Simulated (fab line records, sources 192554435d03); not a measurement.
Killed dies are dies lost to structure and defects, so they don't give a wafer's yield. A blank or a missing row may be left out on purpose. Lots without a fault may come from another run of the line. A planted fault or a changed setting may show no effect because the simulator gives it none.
Which tool did it? | flow n5_finfet | 24 lots, 72 wafers sampled, at 6 steps of a route of 1938

WHAT THE GAUGES READ, wafer by wafer
N5_BEOL_M7_RS_MEAS_57: measures by four-point-probe. Usual: M7_RS 0.288 ohm/sq, standard deviation 0.0071.
lot  | measured     | on            | M7_RS (ohm/sq)    | flag
L074 | day 9 14:34  | film_metro-01 | 0.278 0.294 0.282 |
L075 | day 9 19:46  | film_metro-02 | 0.293 0.298 0.293 |
L076 | day 10 03:23 | film_metro-02 | 0.281 0.294 0.275 |
L077 | day 10 04:51 | film_metro-02 | 0.304 0.299 0.289 |
L078 | day 10 05:40 | film_metro-02 | 0.285 0.280 0.292 |
L079 | day 10 22:11 | film_metro-01 | 0.286 0.301 0.293 |
L080 | day 11 05:19 | film_metro-01 | 0.303 0.284 0.295 |
L081 | day 11 07:04 | film_metro-01 | 0.283 0.286 0.272 |
L082 | day 11 07:24 | film_metro-01 | 0.291 0.296 0.296 |
L083 | day 11 11:58 | film_metro-02 | 0.286 0.291 0.280 |
L084 | day 11 12:20 | film_metro-02 | 0.286 0.281 0.284 |
L085 | day 12 09:51 | film_metro-02 | 0.286 0.293 0.292 |
L086 | day 12 15:17 | film_metro-02 | 0.302 0.282 0.289 |
L089 | day 13 03:42 | film_metro-01 | 0.292 0.280 0.295 |
L088 | day 13 10:25 | film_metro-02 | 0.286 0.279 0.285 |
L090 | day 13 14:38 | film_metro-01 | 0.274 0.291 0.291 |
L087 | day 13 17:58 | film_metro-01 | 0.283 0.285 0.275 |
L092 | day 14 02:55 | film_metro-02 | 0.299 0.287 0.283 |
L094 | day 14 11:24 | film_metro-02 | 0.283 0.282 0.278 |
L093 | day 14 13:41 | film_metro-01 | 0.294 0.292 0.270 |
L091 | day 14 15:19 | film_metro-02 | 0.291 0.279 0.287 |
L095 | day 14 16:56 | film_metro-01 | 0.304 0.295 0.283 |
L096 | day 15 02:34 | film_metro-01 | 0.283 0.300 0.285 |
L097 | day 15 04:33 | film_metro-01 | 0.292 0.296 0.292 |

N5_BEOL_M8_THK_MEAS_01. Usual: M8_ILD_THK 155.1 nm, standard deviation 2.2.
lot  | measured     | on            | M8_ILD_THK (nm)   | flag
L074 | day 9 15:13  | film_metro-02 | 153.1 152.6 156.6 |
L075 | day 9 20:25  | film_metro-02 | 156.7 156.9 158.2 |
L076 | day 10 04:02 | film_metro-02 | 154.6 158.3 157.0 |
L077 | day 10 05:29 | film_metro-02 | 151.9 151.6 153.8 |
L078 | day 10 06:20 | film_metro-01 | 155.3 158.9 156.3 |
L079 | day 10 22:50 | film_metro-02 | 152.9 155.6 153.9 |
L080 | day 11 05:57 | film_metro-02 | 151.8 155.8 152.9 |
L081 | day 11 07:45 | film_metro-02 | 154.8 158.3 156.2 |
L082 | day 11 08:11 | film_metro-01 | 154.1 152.5 154.0 |
L083 | day 11 12:37 | film_metro-02 | 154.1 156.2 156.8 |
L084 | day 11 12:59 | film_metro-01 | 155.2 153.1 153.9 |
L085 | day 12 10:29 | film_metro-01 | 154.8 156.4 154.9 |
L086 | day 12 15:56 | film_metro-02 | 150.4 155.1 152.2 |
L089 | day 13 04:20 | film_metro-01 | 154.0 156.6 154.5 |
L088 | day 13 11:04 | film_metro-01 | 156.0 154.8 158.6 |
L090 | day 13 15:17 | film_metro-01 | 151.6 153.9 155.1 |
L087 | day 13 19:17 | film_metro-01 | 156.0 154.4 156.2 |
L092 | day 14 04:02 | film_metro-01 | 152.5 150.3 158.0 |
L094 | day 14 12:02 | film_metro-02 | 152.8 152.5 156.7 |
L093 | day 14 14:19 | film_metro-01 | 153.2 155.5 159.4 |
L091 | day 14 17:34 | film_metro-01 | 155.1 156.3 156.9 |
L095 | day 14 19:55 | film_metro-01 | 152.5 155.1 155.6 |
L096 | day 15 03:13 | film_metro-02 | 150.9 153.1 153.4 |
L097 | day 15 05:29 | film_metro-02 | 154.6 157.0 157.5 |

N5_BEOL_M8_RS_MEAS_57: measures by four-point-probe. Usual: M8_RS 0.288 ohm/sq, standard deviation 0.0072.
lot  | measured     | on            | M8_RS (ohm/sq)    | flag
L074 | day 9 21:53  | film_metro-02 | 0.276 0.299 0.286 |
L075 | day 10 03:32 | film_metro-01 | 0.280 0.289 0.281 |
L076 | day 10 11:07 | film_metro-02 | 0.283 0.284 0.287 |
L077 | day 10 13:45 | film_metro-01 | 0.288 0.290 0.285 |
L078 | day 10 13:02 | film_metro-02 | 0.294 0.285 0.281 |
L079 | day 11 06:37 | film_metro-01 | 0.283 0.300 0.285 |
L080 | day 11 14:55 | film_metro-02 | 0.290 0.282 0.292 |
L081 | day 11 18:15 | film_metro-01 | 0.291 0.282 0.291 |
L082 | day 11 18:02 | film_metro-02 | 0.306 0.301 0.298 |
L083 | day 11 19:41 | film_metro-01 | 0.275 0.296 0.295 |
L084 | day 11 20:13 | film_metro-02 | 0.286 0.289 0.286 |
L085 | day 12 17:38 | film_metro-02 | 0.296 0.302 0.286 |
L086 | day 13 00:13 | film_metro-02 | 0.289 0.284 0.289 |
L089 | day 13 09:30 | film_metro-01 | 0.286 0.282 0.293 |
L088 | day 13 18:16 | film_metro-01 | 0.282 0.279 0.299 |
L090 | day 14 03:59 | film_metro-02 | 0.282 0.276 0.286 |
L087 | day 14 01:36 | film_metro-01 | 0.293 0.282 0.291 |
L092 | day 14 12:18 | film_metro-01 | 0.298 0.296 0.290 |
L094 | day 14 18:20 | film_metro-01 | 0.298 0.288 0.281 |
L093 | day 14 23:19 | film_metro-01 | 0.286 0.298 0.287 |
L091 | day 15 01:28 | film_metro-02 | 0.277 0.290 0.287 |
L095 | day 15 02:08 | film_metro-02 | 0.310 0.276 0.296 |
L096 | day 15 10:29 | film_metro-02 | 0.279 0.280 0.279 |
L097 | day 15 14:42 | film_metro-02 | 0.280 0.293 0.293 |

WHICH TOOL RAN EACH LOT (tool, then ch and the chambers of the sampled wafers, then the start)
lot  | N5_BEOL_M8_ILD_DEP_00           | N5_BEOL_M8_ETCH_61                 | N5_BEOL_M8_CMP_52
L074 | pecvd-04 ch 1,2, day 9 14:38    | rie_diel-02 ch 1,2, day 9 17:23    | cmp-01 ch 1,3, day 9 21:25
L075 | pecvd-04 ch 0,1,2, day 9 19:50  | rie_diel-02 ch 0,2,3, day 9 21:26  | cmp-03 ch 0,2, day 10 03:08
L076 | pecvd-01 ch 0, day 10 03:26     | rie_diel-04 ch 1,3, day 10 05:11   | cmp-02 ch 1,3, day 10 10:40
L077 | pecvd-03 ch 0,2, day 10 04:55   | rie_diel-03 ch 0,2,3, day 10 08:14 | cmp-03 ch 0,2,3, day 10 13:17
L078 | pecvd-01 ch 0,2, day 10 05:44   | rie_diel-04 ch 0,2, day 10 08:30   | cmp-03 ch 1,3, day 10 12:34
L079 | pecvd-04 ch 1,2, day 10 22:15   | rie_diel-04 ch 1,2, day 11 01:29   | cmp-01 ch 1,2, day 11 06:11
L080 | pecvd-04 ch 0,1,2, day 11 05:22 | rie_diel-02 ch 1,3, day 11 08:02   | cmp-02 ch 0,2,3, day 11 14:32
L081 | pecvd-03 ch 0,2, day 11 07:08   | rie_diel-03 ch 0,2,3, day 11 11:00 | cmp-01 ch 1,2, day 11 17:50
L082 | pecvd-04 ch 1,2, day 11 07:28   | rie_diel-02 ch 0,2,3, day 11 11:47 | cmp-01 ch 1,2,3, day 11 17:36
L083 | pecvd-04 ch 0,2, day 11 12:02   | rie_diel-03 ch 2,3, day 11 15:11   | cmp-01 ch 1,3, day 11 19:15
L084 | pecvd-04 ch 0,1,2, day 11 12:25 | rie_diel-02 ch 0,1,3, day 11 15:47 | cmp-02 ch 0,1,2, day 11 19:47
L085 | pecvd-03 ch 0,1,2, day 12 09:55 | rie_diel-04 ch 0,1, day 12 12:18   | cmp-02 ch 0,1,3, day 12 17:13
L086 | pecvd-04 ch 0,1, day 12 15:21   | rie_diel-03 ch 0,1,3, day 12 17:36 | cmp-02 ch 2,3, day 12 23:47
L089 | pecvd-03 ch 0,1,2, day 13 03:46 | rie_diel-03 ch 0,3, day 13 05:04   | cmp-02 ch 0,2,3, day 13 09:07
L088 | pecvd-01 ch 1,2, day 13 10:29   | rie_diel-04 ch 0,2,3, day 13 11:47 | cmp-03 ch 0,1,3, day 13 17:51
L090 | pecvd-01 ch 1,2, day 13 14:41   | rie_diel-03 ch 1,3, day 13 18:36   | cmp-01 ch 1,2,3, day 14 03:40
L087 | pecvd-03 ch 1,2, day 13 18:01   | rie_diel-02 ch 0,1,3, day 13 20:04 | cmp-02 ch 0,1, day 14 01:08
L092 | pecvd-04 ch 0,1,2, day 14 02:59 | rie_diel-02 ch 0,1,3, day 14 05:46 | cmp-03 ch 0,1,2, day 14 11:52
L094 | pecvd-03 ch 1,2, day 14 11:28   | rie_diel-02 ch 0,1,3, day 14 13:08 | cmp-01 ch 1,2,3, day 14 17:54
L093 | pecvd-03 ch 0,1, day 14 13:44   | rie_diel-02 ch 0,1,3, day 14 15:37 | cmp-02 ch 0,1,2, day 14 22:58
L091 | pecvd-01 ch 0,2, day 14 15:23   | rie_diel-03 ch 2,3, day 14 19:54   | cmp-02 ch 0,1,2, day 15 01:04
L095 | pecvd-03 ch 0,1,2, day 14 17:00 | rie_diel-04 ch 0,2, day 14 20:58   | cmp-03 ch 1,2,3, day 15 01:44
L096 | pecvd-04 ch 1,2, day 15 02:38   | rie_diel-03 ch 0,3, day 15 04:24   | cmp-02 ch 1,2, day 15 10:06
L097 | pecvd-03 ch 1,2, day 15 04:37   | rie_diel-03 ch 2,3, day 15 08:35   | cmp-01 ch 0,3, day 15 14:16
- N5_BEOL_M8_ILD_DEP_00: deposits SiCOH lowk from DEMS/porogen, target thk 179.75 nm, time 33.4 s.
- N5_BEOL_M8_ETCH_61: etches SiARC in CF4, target depth 45.5 nm, time 75.8 s.
- N5_BEOL_M8_CMP_52: polishes, stops on SiCOH lowk, t overpolish 6.9 s, target thk 80 nm.

WHAT THE TOOLS THEMSELVES READ (means of the sampled wafers that have a number; where no wafer has one, the mark that the record gives instead)
N5_BEOL_M8_ILD_DEP_00. Usual: heater_power_w 307 W, standard deviation 30; showerhead_plenum_p_Torr 5.735 Torr, standard deviation 0.019; susceptor_temp_C 300.03 C, standard deviation 0.19; throttle_valve_pct 14.1 %, standard deviation 0.66.
lot  | tool     | heater_power_w (W) | showerhead_plenum_p_Torr (Torr) | susceptor_temp_C (C) | throttle_valve_pct (%) | flag
L074 | pecvd-04 | 304                | 5.738                           | 300.03               | 13.7                   |
L075 | pecvd-04 | 281                | 5.736                           | 300.23               | 14.2                   |
L076 | pecvd-01 | 358                | 5.730                           | 300.34               | 14.1                   |
L077 | pecvd-03 | 326                | 5.721                           | 299.72               | 14.0                   |
L078 | pecvd-01 | 340                | 5.733                           | 300.17               | 14.1                   |
L079 | pecvd-04 | 287                | 5.742                           | 300.01               | 14.3                   |
L080 | pecvd-04 | 312                | 5.732                           | 300.01               | 14.3                   |
L081 | pecvd-03 | 287                | 5.725                           | 299.93               | 14.1                   |
L082 | pecvd-04 | 296                | 5.738                           | 299.93               | 14.3                   |
L083 | pecvd-04 | 291                | 5.711                           | 300.09               | 13.7                   |
L084 | pecvd-04 | 302                | 5.724                           | 300.13               | 14.1                   |
L085 | pecvd-03 | 300                | 5.728                           | 300.08               | 14.4                   |
L086 | pecvd-04 | 315                | 5.745                           | 300.01               | 14.6                   |
L089 | pecvd-03 | 301                | 5.735                           | 300.06               | 14.0                   |
L088 | pecvd-01 | 334                | 5.754                           | 300.22               | 13.4                   |
L090 | pecvd-01 | 326                | 5.756                           | 299.87               | 14.1                   |
L087 | pecvd-03 | 284                | 5.747                           | 300.04               | 14.5                   |
L092 | pecvd-04 | 293                | 5.732                           | 299.87               | 14.0                   |
L094 | pecvd-03 | 263                | 5.752                           | 299.91               | 14.5                   |
L093 | pecvd-03 | 324                | 5.737                           | 299.91               | 14.5                   |
L091 | pecvd-01 | 340                | 5.749                           | 300.15               | 13.3                   |
L095 | pecvd-03 | 295                | 5.740                           | 299.98               | 14.4                   |
L096 | pecvd-04 | 285                | 5.734                           | 299.92               | 13.8                   |
L097 | pecvd-03 | 295                | 5.743                           | 300.01               | 14.4                   |

N5_BEOL_M8_ETCH_61. Usual: drypump_motor_current_A 5.9 A, standard deviation 0.33; etch_rf_on_time_s 76.4 s, standard deviation 1.7; oes_product_au 0.67 a.u., standard deviation 0.076; rf_vpp_V 183.7 V, standard deviation 1.2; showerhead_plenum_p_Torr 2.11 Torr, standard deviation 0.069; throttle_valve_pct 15.57 %, standard deviation 0.21.
lot  | tool        | drypump_motor_current_A (A) | etch_rf_on_time_s (s) | oes_product_au (a.u.) | rf_vpp_V (V) | showerhead_plenum_p_Torr (Torr) | throttle_valve_pct (%) | flag
L074 | rie_diel-02 | 6.0                         | 76.8                  | 0.60                  | 184.3        | 2.15                            | 15.58                  |
L075 | rie_diel-02 | 5.9                         | 77.0                  | 0.69                  | 184.0        | 2.16                            | 15.53                  |
L076 | rie_diel-04 | 5.9                         | 75.6                  | 0.71                  | 182.7        | 2.11                            | 15.38                  |
L077 | rie_diel-03 | 5.8                         | 76.4                  | 0.63                  | 183.4        | 2.08                            | 15.65                  |
L078 | rie_diel-04 | 5.8                         | 76.1                  | 0.71                  | 185.8        | 2.22                            | 15.40                  |
L079 | rie_diel-04 | 6.2                         | 76.0                  | 0.63                  | 183.1        | 2.08                            | 15.57                  |
L080 | rie_diel-02 | 5.9                         | 77.9                  | 0.62                  | 183.4        | 2.15                            | 15.62                  |
L081 | rie_diel-03 | 5.9                         | 75.4                  | 0.63                  | 182.7        | 2.08                            | 15.66                  |
L082 | rie_diel-02 | 5.9                         | 77.1                  | 0.68                  | 184.3        | 2.15                            | 15.56                  |
L083 | rie_diel-03 | 5.8                         | 74.7                  | 0.63                  | 184.1        | 2.10                            | 15.66                  |
L084 | rie_diel-02 | 5.9                         | 77.8                  | 0.66                  | 182.7        | 2.12                            | 15.61                  |
L085 | rie_diel-04 | 6.0                         | 75.6                  | 0.72                  | 185.4        | 2.21                            | 15.28                  |
L086 | rie_diel-03 | 6.2                         | 77.3                  | 0.68                  | 182.7        | 2.06                            | 15.66                  |
L089 | rie_diel-03 | 5.9                         | 77.7                  | 0.59                  | 183.2        | 2.03                            | 15.83                  |
L088 | rie_diel-04 | 5.7                         | 75.6                  | 0.75                  | 184.1        | 2.18                            | 15.41                  |
L090 | rie_diel-03 | 6.1                         | 76.9                  | 0.66                  | 183.4        | 2.05                            | 15.78                  |
L087 | rie_diel-02 | 6.0                         | 75.2                  | 0.73                  | 183.7        | 2.12                            | 15.48                  |
L092 | rie_diel-02 | 5.9                         | 75.7                  | 0.73                  | 183.8        | 2.12                            | 15.50                  |
L094 | rie_diel-02 | 6.0                         | 75.9                  | 0.72                  | 183.7        | 2.12                            | 15.50                  |
L093 | rie_diel-02 | 6.0                         | 76.1                  | 0.72                  | 183.6        | 2.12                            | 15.50                  |
L091 | rie_diel-03 | 5.7                         | 76.1                  | 0.60                  | 183.2        | 2.09                            | 15.72                  |
L095 | rie_diel-04 | 5.9                         | 75.7                  | 0.73                  | 185.0        | 2.21                            | 15.31                  |
L096 | rie_diel-03 | 6.0                         | 77.9                  | 0.58                  | 181.9        | 2.03                            | 15.86                  |
L097 | rie_diel-03 | 5.8                         | 77.1                  | 0.58                  | 182.3        | 2.05                            | 15.86                  |

N5_BEOL_M8_CMP_52. Usual: barrier_field_endpoint_s 29.0 s, standard deviation 0.72; motor_current_A 5.9 A, standard deviation 0.42; overpolish_run_s 6.899 s, standard deviation 0.0094; time_to_endpoint_s 63 s, standard deviation 3.2.
lot  | tool   | barrier_field_endpoint_s (s) | motor_current_A (A) | overpolish_run_s (s) | time_to_endpoint_s (s) | flag
L074 | cmp-01 | 28.8                         | 6.3                 | 6.907                | 60                     |
L075 | cmp-03 | 29.8                         | 6.0                 | 6.905                | 67                     |
L076 | cmp-02 | 28.6                         | 5.6                 | 6.894                | 62                     |
L077 | cmp-03 | 29.4                         | 5.7                 | 6.901                | 64                     |
L078 | cmp-03 | 28.5                         | 5.8                 | 6.888                | 62                     |
L079 | cmp-01 | 29.1                         | 6.3                 | 6.901                | 63                     |
L080 | cmp-02 | 29.1                         | 6.0                 | 6.896                | 62                     |
L081 | cmp-01 | 29.2                         | 6.2                 | 6.898                | 62                     |
L082 | cmp-01 | 29.3                         | 6.1                 | 6.896                | 58                     |
L083 | cmp-01 | 28.3                         | 6.1                 | 6.901                | 61                     |
L084 | cmp-02 | 28.2                         | 5.8                 | 6.893                | 60                     |
L085 | cmp-02 | 29.0                         | 5.5                 | 6.895                | 65                     |
L086 | cmp-02 | 29.3                         | 5.8                 | 6.894                | 65                     |
L089 | cmp-02 | 29.6                         | 6.1                 | 6.897                | 65                     |
L088 | cmp-03 | 28.5                         | 5.9                 | 6.900                | 60                     |
L090 | cmp-01 | 30.3                         | 6.3                 | 6.902                | 68                     |
L087 | cmp-02 | 28.0                         | 5.7                 | 6.889                | 57                     |
L092 | cmp-03 | 29.2                         | 5.9                 | 6.900                | 60                     |
L094 | cmp-01 | 29.2                         | 5.9                 | 6.902                | 64                     |
L093 | cmp-02 | 29.0                         | 5.9                 | 6.896                | 65                     |
L091 | cmp-02 | 29.0                         | 5.9                 | 6.908                | 62                     |
L095 | cmp-03 | 28.8                         | 6.0                 | 6.904                | 60                     |
L096 | cmp-02 | 29.1                         | 5.7                 | 6.904                | 62                     |
L097 | cmp-01 | 29.6                         | 5.8                 | 6.901                | 64                     |

THE ANSWER, worked out from the rows above alone
Rule: a lot is off if the mean of its wafers that have a number lies more than 3 standard deviations from the usual mean. A lot without any number at a reading at which 4 lots or more have one is off too. The other lots that the step has rows for count as sound. The gauges are gone through in route order, then the tools' own readings, and for those a lot's mean is taken as printed above. The first step at which some lot is off is used, and at that step the reading that is off furthest; a lot without a number counts as furthest.
No lot is off at any reading shown: from this, nothing can be told.

WHAT THE SIMULATOR HAD PUT IN
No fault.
